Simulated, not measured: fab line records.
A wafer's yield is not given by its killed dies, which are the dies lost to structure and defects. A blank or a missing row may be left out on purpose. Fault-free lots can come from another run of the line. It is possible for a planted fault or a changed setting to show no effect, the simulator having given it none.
Split-lot study	flow n5_finfet	21 wafers read from 7 lots, route of 1938 steps

ON THE SPLIT
At N5_MOL_CONTACT_COAG_ALD_123 (deposits SiNx, target thk 5 nm, pulse time 1 s, purge time 2 s), the setting ald_cycles was moved away from the recipe's 100 on 3 of the 21 wafers read, by -16.0% to +8.0%. All remaining wafers had this setting at the recipe value.

The reading is taken at the split's own step.

THE READING
SiNx_of_MOL_CONTACT_COAG_ALD_123.thk_nm (the simulator's own value, which no gauge read), in nm, at N5_MOL_CONTACT_COAG_ALD_123 (deposits SiNx, target thk 5 nm, pulse time 1 s, purge time 2 s). The file does not state a usual value for it.

wafer	tool, chamber at the split	ald_cycles as run	against the recipe	SiNx_of_MOL_CONTACT_COAG_ALD_123.thk_nm, nm	against lot-mates on the recipe
L074.3	ald_sin-02, 2,2,1	100	recipe	5	-
L074.5	ald_sin-02, 2,2,1	100	recipe	5	-
L074.6	ald_sin-02, 2,2,1	100	recipe	5	-
L077.1	ald_sin-02, 1,2,3	100	recipe	5	-
L077.2	ald_sin-02, 1,2,3	100	recipe	5	-
L077.3	ald_sin-02, 1,2,3	100	recipe	5	-
L078.1	ald_sin-01, 2,0	100	recipe	5	-
L078.5	ald_sin-01, 2,0	100	recipe	5	-
L078.4	ald_sin-01, 0	84	-16.0%	4.2	-0.8
L082.1	ald_sin-02, 1	108	+8.0%	5.4	+0.4
L082.2	ald_sin-02, 3,0	100	recipe	5	-
L082.6	ald_sin-02, 3,0	100	recipe	5	-
L084.2	ald_sin-01, 2,1,3	100	recipe	5	-
L084.4	ald_sin-01, 2,1,3	100	recipe	5	-
L084.5	ald_sin-01, 2,1,3	100	recipe	5	-
L093.1	ald_sin-03, 2,3,1	100	recipe	5	-
L093.4	ald_sin-03, 2,3,1	100	recipe	5	-
L093.6	ald_sin-03, 2,3,1	100	recipe	5	-
L094.2	ald_sin-03, 1	91	-9.0%	4.6	-0.4
L094.4	ald_sin-03, 3	100	recipe	5	-
L094.5	ald_sin-03, 3	100	recipe	5	-
If several chambers appear in one row, that row covers several wafers at once and the file leaves open which wafer was in which chamber.

THE FIT
A straight line over all 21 wafers: SiNx_of_MOL_CONTACT_COAG_ALD_123.thk_nm changes by +0.0489 nm for each +1% of ald_cycles; r = +1.00; the points scatter about the line by 0.01 nm.
The same after taking each lot's own level away (the mean of its wafers on the recipe; 21 wafers): +0.0489 nm for each +1%; r = +1.00; scatter 0.01 nm.
On that fit, the largest move of ald_cycles shifts the reading by 0.78 nm.
The lots' own levels span 5.00 to 5.00 nm.
The two slopes are in agreement: the lot-to-lot level therefore moves the slope only a little.
Check: for one of the wafers moved furthest among these (-16.0%), held out of the fit, the line's prediction against its lot-mates is -0.748 nm. Against them it came out at -0.8 nm.

ADDITIONAL SPLITS CARRIED BY THESE WAFERS
Note: prior to the reading, these wafers also went through further splits. Each is held against what the fit with the lots' levels taken away leaves over:
other split on the same wafers	wafers away from the commonest value	r with SiNx_of_MOL_CONTACT_COAG_ALD_123.thk_nm (lot level and that fit taken away)
N5_WELL_APT_PEB_06 peb_time_s	8	-0.04
N5_WELL_APT_DESCUM_13 time_s	5	-0.02
N5_WELL_APT_PEB_23 peb_temp_c	9	-0.29
N5_FIN_SAQP_COAT_68 spin_rpm	5	+0.06
N5_STI_FIN_REVEAL_ETCHBACK_08 time_s	7	-0.20
N5_STI_FIN_REVEAL_OXIDATION_31 time_s	2	-0.01
N5_SD_EPI_N_ETCH_35 source_w	4	+0.02
N5_SDB_COAT_03 spin_rpm	7	+0.00
N5_HKMG_FIN_ETCH_58 source_w	7	+0.20
N5_GATE_CUT_ALD_22 ald_cycles	6	-0.02

FILE'S OWN FIT
SiNx_of_MOL_CONTACT_COAG_ALD_123.thk_nm changes by +0.0489 nm for each +1% of ald_cycles, r = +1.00.
